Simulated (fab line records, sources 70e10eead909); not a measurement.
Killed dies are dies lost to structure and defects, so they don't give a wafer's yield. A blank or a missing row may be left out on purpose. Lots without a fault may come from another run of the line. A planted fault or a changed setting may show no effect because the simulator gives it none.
fab line records | flow nand_harc
record lots=24 wafers=72 last_day=24
route steps=1159 shown A_CHANNEL_HOLE_D1@476 A_CHANNEL_FILL_D1@513 A_STAIRCASE@530
lots that met no fault: from a run of the same line without faults
start_h: hours from the record's first day to the start of the lot's first wafer shown | wait_h: hours since the lot's step before | " the same as in the row above | L1.1+2: a row that stands for several wafers | - no value, or no start given | * or withheld: withheld | < > ~ a bound
route shown NAME@n: a module of which the file shows steps, and the number in the route of the first | usual: mean/standard deviation of fault-free wafers | same: alike in all rows | chamber/n: place in a boat | sites: the reading at each site | _std_site: their standard deviation | _edge_site: outer sites' mean less inner sites' | radius_mm: how far each site lies from the wafer's centre | mask NAME#n: copy n | behind: the tool/chamber that last shaped the wafer | hold: why the lot was held/for how many hours/how that ended | device: the transistor (n, p or np) that didn't switch | end of line: the same wafers' tests at the end of the route | a step without rows: its recipe alone | killed: dies lost to structure and defects at the first sort, not the wafer's yield | map: a wafer's dies, x killed, . not, _ none there
set.NAME: the setting as run; set.NAME@STEP: as run at that earlier step | model.NAME: the simulator's own value behind a step, which no gauge read
steps of the route over a sample of lots; a table a step, a row a wafer
services: from which hour (start_h, from the record's first day; less than 0 if before it) a tool's chamber was out of use, for how many hours, and why
## steps
# step NHARC_A_CHANNEL_HOLE_D1_ETCH_24
# recipe bias_v=5000 source_w=withheld pressure_mtorr=20 time_s=906.2 ar_flow_sccm=375 c4f8_flow_sccm=93.8 o2_flow_sccm=31.2 temp_c=-20 target_depth_a=15000 chemistry=C4F8/O2/Ar
# usual drypump_motor_current_A=5.8/0.64 showerhead_plenum_p_Torr=3.75/0.084 throttle_valve_pct=32.234/0.0091
# columns lot.wafer tool chamber start_h wait_h drypump_motor_current_A rf_hours_counter_h showerhead_plenum_p_Torr throttle_valve_pct
L074.1 har_etch-01 0 173.15 0.6 6.8 187 3.79 32.229
L074.4 " 0 " " 6.8 - 3.79 32.238
L074.3 " 1 " " 5.5 - 3.64 32.241
L076.1 har_etch-02 0 177.20 0.6 5.1 106 3.87 32.239
L076.2 " 1 " " 5.5 106 3.78 32.241
L076.6 " 1 " " 5.5 - 3.78 32.241
L075.3 har_etch-01 0 178.23 0.6 6.8 - 3.79 32.242
L075.4 " 1 " " 5.4 - 3.64 32.228
L075.5 " 0 " " 6.8 - 3.79 32.230
L077.1 har_etch-02 1 195.72 0.6 5.5 111 3.77 32.230
L077.2 " 0 " " 5.1 111 3.86 32.245
L077.4 " 1 " " 5.5 - 3.77 32.224
L078.1 har_etch-01 0 195.90 0.6 6.8 197 3.79 32.227
L078.3 " 0 " " 6.7 - 3.79 32.232
L078.6 " 1 " " 5.5 - 3.63 32.226
L079.1 har_etch-02 1 207.46 0.6 5.5 117 3.77 32.246
L079.3 " 0 " " 5.1 - 3.86 32.245
L079.5 " 1 " " 5.5 - 3.77 32.227
L080.1 har_etch-02 1 213.41 0.6 5.5 121 3.77 32.224
L080.4 " 1 " " 5.5 - 3.77 32.235
L080.5 " 1 " " 5.5 - 3.77 32.235
L081.2 har_etch-01 0 216.59 0.6 6.8 202 3.79 32.243
L081.3 " 1 " " 5.5 - 3.63 32.229
L081.4 " 0 " " 6.8 - 3.79 32.242
L083.2 har_etch-01 1 227.28 0.6 5.5 209 3.63 32.237
L083.1 " 0 " " 6.7 209 3.78 32.211
L083.5 " 1 " " 5.5 - 3.63 32.233
L082.2 har_etch-02 1 227.43 0.6 5.5 130 3.76 32.225
L082.1 " 0 " " 5.1 130 3.85 32.247
L082.4 " 1 " " 5.5 - 3.76 32.247
L084.3 har_etch-01 0 232.89 0.6 6.8 - 3.78 32.247
L084.4 " 1 " " 5.5 - 3.63 32.223
L084.5 " 0 " " 6.9 - 3.78 32.254
L086.1 har_etch-01 1 254.07 0.6 5.5 218 3.62 32.224
L086.3 " 1 " " 5.5 - 3.62 32.225
L086.5 " 0 " " 6.8 - 3.78 32.217
L088.2 har_etch-02 0 254.69 0.6 5.1 137 3.85 32.234
L088.3 " 1 " " 5.5 - 3.76 32.230
L088.4 " 0 " " 5.1 - 3.85 32.232
L087.2 har_etch-01 0 258.22 0.6 6.8 222 3.78 32.242
L087.3 " 0 " " 6.8 - 3.78 32.234
L087.5 " 1 " " 5.5 - 3.62 32.240
L085.4 har_etch-02 0 262.36 0.6 5.1 - 3.85 32.228
L085.3 " 1 " " 5.5 - 3.76 32.245
L085.5 " 0 " " 5.1 - 3.85 32.221
L089.4 har_etch-01 1 264.50 0.6 5.4 - 3.62 32.228
L089.6 " 1 " " 5.4 - 3.62 32.229
L089.5 " 0 " " 6.7 - 3.77 32.209
L091.2 har_etch-02 0 279.91 0.6 5.1 150 3.84 32.224
L091.1 " 1 " " 5.5 150 3.75 32.242
L091.6 " 0 " " 5.1 - 3.84 32.237
L090.2 har_etch-01 1 280.79 0.6 5.5 231 3.62 32.249
L090.4 " 1 " " 5.5 - 3.61 32.232
L090.6 " 0 " " 6.8 - 3.77 32.231
L092.2 har_etch-02 1 284.18 0.6 5.5 154 3.75 32.229
L092.3 " 1 " " 5.5 - 3.75 32.252
L092.6 " 0 " " 5.1 - 3.84 32.244
L093.1 har_etch-01 1 284.94 0.6 5.5 235 3.61 32.251
L093.3 " 1 " " 5.4 - 3.61 32.242
L093.5 " 1 " " 5.5 - 3.61 32.234
L094.2 har_etch-01 0 294.40 0.6 6.8 239 3.77 32.231
L094.4 " 0 " " 6.8 - 3.77 32.240
L094.6 " 1 " " 5.5 - 3.61 32.235
L097.2 har_etch-01 1 304.54 0.6 5.5 243 3.61 32.253
L097.1 " 0 " " 6.8 243 3.76 32.231
L097.5 " 0 " " 6.8 - 3.76 32.233
L096.4 har_etch-02 1 305.71 0.6 5.5 - 3.75 32.240
L096.3 " 0 " " 5.1 - 3.84 32.241
L096.5 " 1 " " 5.5 - 3.75 32.232
L095.1 har_etch-02 1 309.71 0.6 5.5 166 3.74 32.228
L095.4 " 0 " " 5.1 - 3.83 32.234
L095.6 " 0 " " 5.1 - 3.83 32.240
# step NHARC_A_CHANNEL_FILL_D1_CMP_10
# recipe target_thk_nm=150
# usual motor_current_A=11.7/1.1 slurry_flow_ml_min=149.9/0.46 time_to_endpoint_s=15.1/2.2
# columns lot.wafer tool chamber start_h wait_h motor_current_A slurry_flow_ml_min time_to_endpoint_s
L074.3 cmp-03 3 224.24 0.4 12.2 150.0 12.6
L074.4 " 0 " " 10.9 150.2 17.1
L074.1 " 1 " " 10.0 150.0 13.7
L075.3 cmp-02 3 234.68 0.4 10.2 149.7 12.2
L075.4 " 0 " " 12.7 150.8 9.4
L075.5 " 3 " " 10.6 149.9 15.0
L076.2 cmp-03 2 234.68 0.4 13.3 151.1 16.0
L076.1 " 1 " " 10.6 149.5 16.3
L076.6 " 2 " " 13.0 149.6 15.4
L078.3 cmp-04 1 247.42 0.4 11.1 149.7 12.6
L078.1 " 3 " " 10.4 150.1 14.2
L078.6 " 2 " " 12.8 149.6 14.3
L077.2 cmp-03 3 247.42 0.4 12.8 149.5 15.9
L077.4 " 0 " " 11.4 150.6 17.6
L077.1 " 2 " " 12.9 149.5 16.9
L079.1 cmp-02 2 259.72 0.4 10.9 149.8 14.3
L079.3 " 0 " " 12.7 150.0 9.1
L079.5 " 2 " " 11.1 150.6 12.1
L080.4 cmp-03 0 266.92 0.4 10.7 149.8 16.4
L080.1 " 2 " " 13.2 150.1 11.6
L080.5 " 1 " " 11.0 150.1 15.7
L081.2 cmp-04 1 266.92 0.4 11.3 149.7 14.1
L081.4 " 2 " " 13.0 149.8 14.9
L081.3 " 0 " " 13.6 150.1 16.9
L082.4 cmp-04 1 278.07 0.4 11.0 150.9 15.8
L082.2 " 2 " " 12.9 150.1 17.0
L082.1 " 3 " " 10.9 149.4 15.7
L083.2 cmp-02 2 278.10 0.4 11.4 150.0 13.4
L083.1 " 3 " " 10.7 149.7 13.1
L083.5 " 1 " " 12.0 150.1 14.0
L084.4 cmp-04 3 284.90 0.4 10.3 149.7 15.2
L084.3 " 0 " " 12.7 150.7 17.4
L084.5 " 0 " " 12.8 150.5 20.2
L088.3 cmp-02 3 305.22 0.4 10.7 150.3 14.6
L088.2 " 0 " " 12.9 150.4 11.8
L088.4 " 1 " " 11.6 149.2 13.9
L087.2 cmp-02 1 308.85 0.4 11.8 150.3 16.7
L087.3 " 3 " " 10.4 151.1 18.7
L087.5 " 2 " " 11.1 149.5 17.5
L086.3 cmp-03 1 308.87 0.4 10.9 150.1 16.5
L086.1 " 2 " " 13.5 149.8 12.3
L086.5 " 0 " " 10.8 149.7 14.2
L089.4 cmp-02 0 314.04 0.4 13.2 149.9 11.6
L089.6 " 0 " " 13.4 150.1 10.0
L089.5 " 1 " " 11.9 149.5 16.5
L085.3 cmp-02 3 317.70 0.4 10.3 149.9 15.3
L085.4 " 0 " " 12.6 150.7 14.0
L085.5 " 1 " " 12.0 150.1 16.2
L090.2 cmp-02 1 332.15 0.4 12.4 150.4 15.1
L090.4 " 2 " " 10.9 149.0 14.6
L090.6 " 1 " " 11.8 149.8 16.4
L091.1 cmp-04 0 332.15 0.4 12.9 149.8 18.5
L091.2 " 3 " " 10.8 150.1 14.4
L091.6 " 1 " " 10.5 149.3 16.6
L092.2 cmp-02 3 335.83 0.4 9.4 149.1 13.9
L092.3 " 0 " " 12.8 150.1 13.8
L092.6 " 3 " " 10.1 149.8 16.7
L093.1 cmp-03 2 338.68 0.4 13.5 148.8 13.3
L093.3 " 0 " " 10.6 151.1 16.3
L093.5 " 3 " " 12.6 149.4 16.1
L094.2 cmp-04 3 345.50 0.4 10.2 150.8 16.5
L094.4 " 0 " " 13.5 150.7 19.9
L094.6 " 2 " " 11.9 150.1 17.3
L097.2 cmp-04 0 355.73 0.4 13.5 149.9 18.7
L097.1 " 2 " " 12.2 150.5 16.8
L097.5 " 1 " " 10.7 149.9 15.9
L096.4 cmp-02 3 355.81 0.4 10.2 149.5 13.7
L096.3 " 0 " " 13.1 150.0 10.8
L096.5 " 1 " " 12.4 150.2 15.6
L095.4 cmp-04 0 368.39 0.4 12.9 150.5 18.5
L095.1 " 1 " " 10.7 150.3 13.3
L095.6 " 2 " " 13.0 150.2 16.6
# step NHARC_A_STAIRCASE_DESCUM_168
# recipe time_s=3 o2_flow_sccm=200 ar_flow_sccm=0 bias_power_w=0 chemistry=O2
# usual drypump_motor_current_A=5.7/0.37 oes_product_au=1.002/0.01 rf_vpp_V=57.7/0.88 showerhead_plenum_p_Torr=1.90/0.091 throttle_valve_pct=11.312/0.009
# columns lot.wafer tool chamber start_h wait_h drypump_motor_current_A oes_product_au rf_hours_counter_h rf_vpp_V showerhead_plenum_p_Torr throttle_valve_pct
L074.4 rie_diel-02 0 225.76 - 6.4 0.999 19 57.5 1.80 11.311
L074.3 " 2 " " 5.4 1.020 14 59.0 2.01 11.322
L074.1 " 3 " " 5.9 1.002 23 57.3 1.97 11.318
L075.4 rie_diel-06 2 236.47 - 5.5 1.008 58 56.6 1.77 11.304
L075.3 " 0 " " 5.1 1.000 53 57.0 1.85 11.301
L075.5 " 2 " " 5.5 1.010 - 57.5 1.77 11.308
L076.1 rie_diel-13 2 236.78 - 5.7 1.006 54 57.4 1.84 11.327
L076.2 " 0 " " 5.1 1.000 53 57.5 1.83 11.297
L076.6 " 3 " " 5.7 1.017 - 57.9 1.95 11.305
L078.1 rie_diel-13 0 249.86 - 5.1 1.011 58 58.0 1.83 11.314
L078.3 " 2 " " 5.7 1.007 58 57.3 1.84 11.309
L078.6 " 3 " " 5.7 1.003 - 58.2 1.95 11.307
L077.1 rie_diel-13 0 249.92 - 5.1 0.992 58 56.8 1.83 11.323
L077.2 " 1 " " 5.6 1.013 54 57.9 1.93 11.331
L077.4 " 2 " " 5.7 1.002 58 57.1 1.84 11.325
L079.3 rie_diel-06 0 261.41 - 5.1 1.010 3 58.7 1.85 11.320
L079.1 " 1 " " 6.0 1.006 2 57.9 1.93 11.310
L079.5 " 2 " " 5.4 1.013 - 57.8 2.08 11.309
L080.4 rie_diel-13 3 268.59 - 5.7 1.007 62 57.4 1.94 11.328
L080.1 " 1 " " 5.6 1.011 58 58.8 1.92 11.319
L080.5 " 0 " " 5.1 1.020 - 58.6 1.83 11.314
L081.4 rie_diel-02 2 268.75 - 5.4 1.007 33 58.9 2.01 11.298
L081.2 " 0 " " 6.4 1.007 40 57.7 1.79 11.330
L081.3 " 1 " " 5.9 0.992 44 59.2 1.91 11.318
L083.1 rie_diel-02 0 280.01 - 6.4 1.003 45 56.8 1.79 11.316
L083.2 " 1 " " 5.9 0.990 50 57.0 1.91 11.304
L083.5 " 1 " " 5.9 0.995 - 58.5 1.91 11.317
L082.4 rie_diel-06 3 280.04 - 6.0 0.983 9 57.3 1.78 11.301
L082.2 " 0 " " 5.1 1.005 9 57.2 1.85 11.309
L082.1 " 1 " " 6.0 0.997 8 59.5 1.93 11.325
L084.4 rie_diel-06 3 286.45 - 6.0 0.981 12 57.6 1.78 11.284
L084.3 " 2 " " 5.5 1.006 11 58.6 2.07 11.319
L084.5 " 3 " " 6.0 0.984 - 56.7 1.78 11.305
L088.2 rie_diel-13 1 306.93 - 5.6 1.010 7 57.0 1.92 11.319
L088.3 " 2 " " 5.7 0.987 7 57.1 1.84 11.323
L088.4 " 3 " " 5.7 1.006 7 58.9 1.94 11.300
L086.3 rie_diel-06 3 310.39 - 6.0 1.002 19 57.2 1.78 11.308
L086.1 " 1 " " 6.0 1.011 20 57.9 1.93 11.304
L086.5 " 2 " " 5.5 1.006 - 59.1 2.07 11.309
L087.3 rie_diel-06 2 310.68 - 5.4 0.988 19 58.4 2.07 11.319
L087.2 " 0 " " 5.1 1.000 21 57.4 1.84 11.323
L087.5 " 2 " " 5.4 1.002 - 59.1 2.07 11.316
L089.4 rie_diel-02 1 315.73 - 5.9 1.004 62 58.5 1.91 11.321
L089.5 " 0 " " 6.4 1.002 - 57.3 1.79 11.322
L089.6 " 1 " " 5.9 1.007 - 57.5 1.91 11.317
L085.4 rie_diel-02 0 319.19 - 6.4 0.987 57 56.6 1.79 11.315
L085.3 " 3 " " 5.9 1.000 60 58.1 1.95 11.325
L085.5 " 1 " " 5.9 0.983 - 58.6 1.91 11.325
L091.2 rie_diel-06 2 333.72 - 5.5 0.998 27 58.2 2.07 11.311
L091.1 " 0 " " 5.1 0.999 30 56.7 1.84 11.311
L091.6 " 2 " " 5.5 1.001 - 57.9 2.07 11.314
L090.4 rie_diel-13 1 334.03 - 5.6 0.989 17 57.6 1.92 11.308
L090.2 " 2 " " 5.7 0.990 17 58.0 1.83 11.311
L090.6 " 1 " " 5.6 0.992 - 57.2 1.92 11.311
L092.2 rie_diel-02 2 337.55 - 5.4 1.021 0 57.5 2.00 11.319
L092.3 " 0 " " 6.4 1.003 0 56.9 1.78 11.320
L092.6 " 2 " " 5.4 1.016 - 58.5 2.00 11.300
L093.1 rie_diel-02 3 340.36 - 5.9 1.019 1 58.1 1.95 11.327
L093.3 " 0 " " 6.4 1.004 1 56.8 1.78 11.297
L093.5 " 2 " " 5.4 1.029 - 56.9 2.00 11.311
L094.2 rie_diel-06 2 347.22 - 5.5 0.998 33 58.4 2.07 11.310
L094.4 " 1 " " 6.0 1.014 35 56.9 1.92 11.315
L094.6 " 3 " " 6.0 0.993 - 56.3 1.77 11.311
L097.2 rie_diel-13 3 357.29 - 5.7 0.994 26 57.6 1.93 11.312
L097.1 " 0 " " 5.1 0.995 27 59.9 1.82 11.305
L097.5 " 1 " " 5.6 1.004 - 57.4 1.92 11.304
L096.3 rie_diel-06 3 357.67 - 6.0 0.998 37 57.2 1.77 11.313
L096.4 " 0 " " 5.1 0.987 40 56.9 1.84 11.300
L096.5 " 2 " " 5.5 1.005 - 57.0 2.06 11.316
L095.1 rie_diel-06 0 370.14 - 5.1 0.979 44 58.0 1.84 11.310
L095.6 " 1 " " 6.0 1.023 - 58.3 1.92 11.307
L095.4 " 0 " " 5.1 0.988 - 57.0 1.84 11.323
# step NHARC_A_STAIRCASE_TRIM_18
# recipe time_s=211.2 o2_flow_sccm=500 ar_flow_sccm=0 bias_w=0 chemistry=O2
# usual drypump_motor_current_A=5.7/0.38 oes_product_au=1.002/0.011 rf_vpp_V=57.7/0.89 showerhead_plenum_p_Torr=3.51/0.15 throttle_valve_pct=17.037/0.0088
# columns lot.wafer tool chamber start_h wait_h drypump_motor_current_A oes_product_au rf_hours_counter_h rf_vpp_V showerhead_plenum_p_Torr throttle_valve_pct
L074.1 rie_diel-02 3 - - 5.9 1.011 25 56.8 3.62 17.028
L074.3 " 0 " " 6.4 1.010 22 58.0 3.33 17.039
L074.4 " 1 " " 5.9 1.002 26 55.5 3.54 17.052
L075.4 rie_diel-02 0 - - 6.4 0.999 26 57.3 3.32 17.038
L075.3 " 2 " " 5.4 1.001 22 57.4 3.69 17.023
L075.5 " 3 " " 5.9 1.009 - 58.5 3.61 17.035
L076.1 rie_diel-02 3 - - 5.9 1.011 30 57.5 3.61 17.033
L076.2 " 0 " " 6.4 1.001 27 57.5 3.32 17.049
L076.6 " 1 " " 5.9 1.001 - 56.8 3.54 17.032
L078.3 rie_diel-06 0 - - 5.1 1.002 0 58.3 3.42 17.028
L078.1 " 2 " " 5.5 1.006 0 56.6 3.81 17.043
L078.6 " 3 " " 6.0 0.985 - 56.8 3.31 17.039
L077.1 rie_diel-02 2 - - 5.4 1.008 29 56.9 3.69 17.046
L077.4 " 3 " " 5.9 1.004 37 57.0 3.61 17.026
L077.2 " 1 " " 6.0 0.997 39 57.7 3.53 17.038
L079.3 rie_diel-13 3 - - 5.8 1.001 61 58.5 3.58 17.030
L079.1 " 0 " " 5.1 1.009 61 56.8 3.38 17.041
L079.5 " 2 " " 5.7 1.001 - 57.0 3.40 17.049
L080.4 rie_diel-06 0 - - 5.1 0.995 6 57.0 3.42 17.051
L080.1 " 1 " " 6.0 1.010 4 59.3 3.56 17.050
L080.5 " 3 " " 6.0 0.990 - 56.9 3.30 17.042
L081.2 rie_diel-13 1 - - 5.6 1.024 59 58.0 3.55 17.035
L081.3 " 2 " " 5.7 1.010 64 58.0 3.40 17.032
L081.4 " 0 " " 5.1 1.003 64 57.7 3.38 17.032
L083.1 rie_diel-06 1 - - 6.0 1.017 10 57.1 3.56 17.027
L083.2 " 3 " " 6.0 0.987 10 57.5 3.30 17.053
L083.5 " 1 " " 6.0 1.012 - 59.1 3.56 17.033
L082.4 rie_diel-06 0 - - 5.1 0.993 11 57.4 3.41 17.038
L082.2 " 1 " " 6.0 1.007 10 58.0 3.56 17.038
L082.1 " 2 " " 5.5 1.000 10 58.7 3.80 17.049
L084.3 rie_diel-06 2 - - 5.5 1.005 12 59.8 3.80 17.046
L084.4 " 1 " " 6.0 0.999 13 57.4 3.56 17.030
L084.5 " 3 " " 6.0 0.980 - 57.5 3.30 17.050
L088.3 rie_diel-06 1 - - 6.0 1.016 20 58.0 3.55 17.041
L088.4 " 2 " " 5.5 1.000 19 57.9 3.80 17.035
L088.2 " 0 " " 5.1 0.989 21 56.7 3.41 17.023
L086.3 rie_diel-02 2 - - 5.4 1.014 50 59.1 3.68 17.055
L086.1 " 0 " " 6.4 0.996 55 57.7 3.31 17.030
L086.5 " 3 " " 5.8 1.013 - 57.6 3.60 17.017
L087.3 rie_diel-02 0 - - 6.4 0.996 56 56.3 3.31 17.034
L087.2 " 1 " " 6.0 1.012 61 57.9 3.52 17.049
L087.5 " 1 " " 6.0 1.003 - 56.7 3.52 17.023
L089.4 rie_diel-13 3 - - 5.7 1.010 10 57.6 3.57 17.040
L089.6 " 0 " " 5.1 0.996 - 56.9 3.37 17.034
L089.5 " 1 " " 5.6 1.012 - 58.4 3.54 17.034
L085.3 rie_diel-02 3 - - 5.9 0.996 61 57.8 3.60 17.047
L085.4 " 1 " " 6.0 0.997 64 58.0 3.52 17.040
L085.5 " 3 " " 5.9 1.004 - 58.3 3.60 17.033
L090.4 rie_diel-13 2 - - 5.7 0.993 20 56.1 3.39 17.049
L090.2 " 0 " " 5.1 0.991 18 57.4 3.36 17.020
L090.6 " 3 " " 5.7 0.998 - 58.3 3.57 17.030
L091.2 rie_diel-06 0 - - 5.1 1.000 35 58.2 3.40 17.038
L091.1 " 3 " " 6.0 0.987 32 58.8 3.29 17.035
L091.6 " 0 " " 5.1 1.001 - 56.3 3.40 17.024
L092.3 rie_diel-06 0 - - 5.1 0.994 35 56.6 3.40 17.044
L092.2 " 3 " " 6.0 0.981 32 57.3 3.29 17.041
L092.6 " 0 " " 5.1 0.995 - 57.7 3.40 17.031
L093.1 rie_diel-02 1 - - 6.0 1.006 1 56.9 3.52 17.035
L093.3 " 2 " " 5.4 1.033 1 59.0 3.67 17.031
L093.5 " 3 " " 5.9 1.024 - 56.8 3.59 17.036
L094.2 rie_diel-02 1 - - 6.0 0.990 5 57.4 3.52 17.055
L094.4 " 2 " " 5.4 1.015 4 58.4 3.67 17.046
L094.6 " 0 " " 6.4 1.000 - 57.9 3.30 17.025
L097.1 rie_diel-06 2 - - 5.4 1.004 38 58.0 3.79 17.041
L097.2 " 1 " " 6.0 1.021 39 57.5 3.54 17.030
L097.5 " 2 " " 5.4 1.000 - 56.9 3.79 17.028
L096.4 rie_diel-13 0 - - 5.1 0.988 29 56.3 3.36 17.031
L096.3 " 1 " " 5.6 1.007 31 58.2 3.53 17.039
L096.5 " 3 " " 5.7 1.006 - 56.9 3.57 17.035
L095.1 rie_diel-02 2 - - 5.4 1.007 14 58.0 3.67 17.044
L095.4 " 3 " " 5.9 1.020 14 58.0 3.59 17.038
L095.6 " 2 " " 5.4 1.007 - 56.1 3.67 17.047
# step NHARC_A_STAIRCASE_ETCH_19
# recipe target_depth_a=1000 time_s=40.5 ion_energy_ev=400 c4f8_flow_sccm=20 o2_flow_sccm=10 ar_flow_sccm=withheld rf_w=600 bias_w=1000 chemistry=C4F8/O2
# usual oes_product_au=0.944/0.01 rf_vpp_V=895/5.7
# columns lot.wafer tool chamber start_h wait_h oes_product_au rf_hours_counter_h rf_vpp_V
L074.1 rie_diel-02 2 - - 0.960 16 901
L074.3 " 3 " " 0.941 25 899
L074.4 " 1 " " 0.938 26 897
L075.4 rie_diel-02 0 - - 0.944 27 889
L075.3 " 3 " " 0.953 30 900
L075.5 " 0 " " 0.944 - 890
L076.2 rie_diel-02 3 - - 0.955 30 899
L076.1 " 1 " " 0.932 32 897
L076.6 " 3 " " 0.966 - 901
L078.1 rie_diel-06 2 - - 0.950 1 907
L078.3 " 0 " " 0.948 1 892
L078.6 " 0 " " 0.943 - 892
L077.2 rie_diel-02 0 - - 0.940 34 889
L077.4 " 1 " " 0.958 39 896
L077.1 " 2 " " 0.959 29 901
L079.3 rie_diel-13 0 - - 0.933 61 891
L079.1 " 2 " " 0.940 62 891
L079.5 " 1 " " 0.939 - 895
L080.1 rie_diel-06 3 - - 0.924 6 889
L080.4 " 0 " " 0.938 6 894
L080.5 " 3 " " 0.919 - 888
L081.2 rie_diel-13 0 - - 0.947 64 891
L081.3 " 1 " " 0.947 59 897
L081.4 " 2 " " 0.934 64 891
L083.2 rie_diel-06 3 - - 0.936 10 887
L083.1 " 0 " " 0.927 11 893
L083.5 " 1 " " 0.944 - 898
L082.1 rie_diel-06 1 - - 0.952 10 897
L082.4 " 3 " " 0.925 11 887
L082.2 " 0 " " 0.932 11 892
L084.3 rie_diel-06 2 - - 0.934 13 906
L084.4 " 0 " " 0.924 14 890
L084.5 " 2 " " 0.946 - 905
L088.3 rie_diel-06 0 - - 0.937 21 892
L088.4 " 1 " " 0.953 20 897
L088.2 " 3 " " 0.946 19 888
L086.1 rie_diel-02 0 - - 0.943 56 889
L086.3 " 1 " " 0.951 61 896
L086.5 " 0 " " 0.929 - 889
L087.3 rie_diel-02 1 - - 0.937 61 898
L087.2 " 3 " " 0.940 58 899
L087.5 " 1 " " 0.937 - 896
L089.4 rie_diel-13 1 - - 0.950 11 898
L089.6 " 2 " " 0.949 - 892
L089.5 " 3 " " 0.949 - 899
L085.4 rie_diel-02 3 - - 0.948 61 899
L085.3 " 0 " " 0.939 59 888
L085.5 " 3 " " 0.958 - 898
L090.4 rie_diel-13 2 - - 0.930 20 891
L090.2 " 0 " " 0.938 18 890
L090.6 " 2 " " 0.936 - 891
L091.2 rie_diel-06 3 - - 0.936 32 887
L091.1 " 0 " " 0.936 35 892
L091.6 " 3 " " 0.929 - 887
L092.3 rie_diel-06 0 - - 0.943 35 892
L092.2 " 2 " " 0.952 31 906
L092.6 " 3 " " 0.939 - 888
L093.3 rie_diel-02 0 - - 0.946 2 888
L093.1 " 1 " " 0.941 2 895
L093.5 " 3 " " 0.963 - 897
L094.4 rie_diel-02 0 - - 0.943 5 887
L094.2 " 2 " " 0.967 4 900
L094.6 " 1 " " 0.946 - 896
L097.1 rie_diel-06 2 - - 0.954 38 906
L097.2 " 3 " " 0.936 38 886
L097.5 " 1 " " 0.961 - 897
L096.3 rie_diel-13 1 - - 0.938 31 895
L096.4 " 0 " " 0.945 29 891
L096.5 " 1 " " 0.955 - 896
L095.1 rie_diel-02 2 - - 0.930 14 902
L095.4 " 1 " " 0.934 15 895
L095.6 " 3 " " 0.951 - 899
# step NHARC_A_STAIRCASE_ETCH_27
# recipe target_depth_a=1000 time_s=40.5 ion_energy_ev=400 c4f8_flow_sccm=20 o2_flow_sccm=10 ar_flow_sccm=withheld rf_w=600 bias_w=1000 chemistry=C4F8/O2
# usual oes_product_au=0.944/0.011 rf_vpp_V=895/5.5
# columns lot.wafer tool chamber start_h wait_h oes_product_au rf_hours_counter_h rf_vpp_V
L074.1 rie_diel-06 3 - - 0.937 54 888
L074.3 " 1 " " 0.948 54 897
L074.4 " 2 " " 0.955 57 887
L075.4 rie_diel-06 0 - - 0.953 55 893
L075.3 " 2 " " 0.954 61 888
L075.5 " 3 " " 0.946 - 886
L076.1 rie_diel-02 3 - - 0.956 31 898
L076.2 " 0 " " 0.947 27 888
L076.6 " 2 " " 0.950 - 902
L078.3 rie_diel-13 2 - - 0.959 60 891
L078.1 " 3 " " 0.969 59 898
L078.6 " 3 " " 0.953 - 899
L077.4 rie_diel-02 0 - - 0.951 34 888
L077.2 " 2 " " 0.957 29 901
L077.1 " 3 " " 0.958 37 900
L079.1 rie_diel-06 1 - - 0.956 3 897
L079.3 " 2 " " 0.948 4 905
L079.5 " 3 " " 0.930 - 887
L080.4 rie_diel-06 0 - - 0.946 6 892
L080.1 " 2 " " 0.946 6 907
L080.5 " 0 " " 0.941 - 892
L081.4 rie_diel-13 0 - - 0.930 64 892
L081.3 " 1 " " 0.934 60 898
L081.2 " 3 " " 0.928 64 899
L082.1 rie_diel-06 2 - - 0.959 10 905
L082.4 " 3 " " 0.940 11 887
L082.2 " 1 " " 0.952 11 897
L083.1 rie_diel-02 2 - - 0.945 41 901
L083.2 " 3 " " 0.951 50 899
L083.5 " 1 " " 0.927 - 896
L084.3 rie_diel-02 3 - - 0.938 53 899
L084.4 " 2 " " 0.937 43 903
L084.5 " 0 " " 0.935 - 889
L088.2 rie_diel-13 2 - - 0.934 8 890
L088.4 " 0 " " 0.935 6 890
L088.3 " 1 " " 0.942 7 896
L087.2 rie_diel-02 2 - - 0.943 51 901
L087.3 " 0 " " 0.939 56 887
L087.5 " 2 " " 0.948 - 900
L086.1 rie_diel-06 1 - - 0.937 23 898
L086.3 " 2 " " 0.940 21 907
L086.5 " 1 " " 0.939 - 898
L089.4 rie_diel-13 2 - - 0.921 12 890
L089.6 " 0 " " 0.948 - 891
L089.5 " 1 " " 0.941 - 898
L085.3 rie_diel-02 2 - - 0.946 54 901
L085.4 " 0 " " 0.938 59 888
L085.5 " 2 " " 0.944 - 902
L090.4 rie_diel-02 0 - - 0.954 0 889
L090.2 " 2 " " 0.954 1 901
L090.6 " 3 " " 0.961 - 898
L091.1 rie_diel-13 3 - - 0.942 18 898
L091.2 " 0 " " 0.941 18 890
L091.6 " 2 " " 0.939 - 892
L092.3 rie_diel-06 0 - - 0.943 36 891
L092.2 " 1 " " 0.953 33 898
L092.6 " 3 " " 0.939 - 888
L093.1 rie_diel-02 1 - - 0.932 2 895
L093.3 " 2 " " 0.959 2 902
L093.5 " 2 " " 0.961 - 901
L094.4 rie_diel-06 1 - - 0.959 35 896
L094.2 " 2 " " 0.954 34 907
L094.6 " 2 " " 0.942 - 906
L097.2 rie_diel-06 1 - - 0.962 39 898
L097.1 " 2 " " 0.954 38 904
L097.5 " 1 " " 0.961 - 896
L096.4 rie_diel-06 0 - - 0.935 42 891
L096.3 " 3 " " 0.927 39 885
L096.5 " 0 " " 0.925 - 891
L095.4 rie_diel-13 1 - - 0.951 36 897
L095.1 " 3 " " 0.947 33 897
L095.6 " 0 " " 0.944 - 890
## services
# columns tool chamber start_h hours kind
rie_diel-02 - 150.78 9.0 pm
cmp-02 - 158.80 0.5 repair
har_etch-02 - 164.49 4.3 repair
rie_diel-02 0 166.70 11.0 repair
rie_diel-06 0 177.21 19.9 repair
rie_diel-02 2 178.96 18.6 repair
cmp-04 - 203.06 4.0 pm
cmp-02 - 205.44 1.8 repair
cmp-02 - 207.92 1.2 repair
cmp-02 - 213.57 0.7 repair
rie_diel-13 1 221.55 8.9 repair
cmp-04 - 222.83 1.5 repair
rie_diel-06 3 225.42 3.6 repair
cmp-02 - 226.52 4.0 pm
rie_diel-06 - 241.55 9.0 pm
rie_diel-13 - 276.02 9.0 pm
cmp-02 - 285.02 0.9 repair
cmp-04 - 286.35 0.3 repair
cmp-04 - 288.57 1.2 repair
cmp-04 - 301.06 4.0 pm
har_etch-01 - 306.59 17.0 pm
cmp-02 - 324.52 4.0 pm
rie_diel-02 - 327.89 9.0 pm
rie_diel-06 2 362.27 12.3 repair
## key
fault none
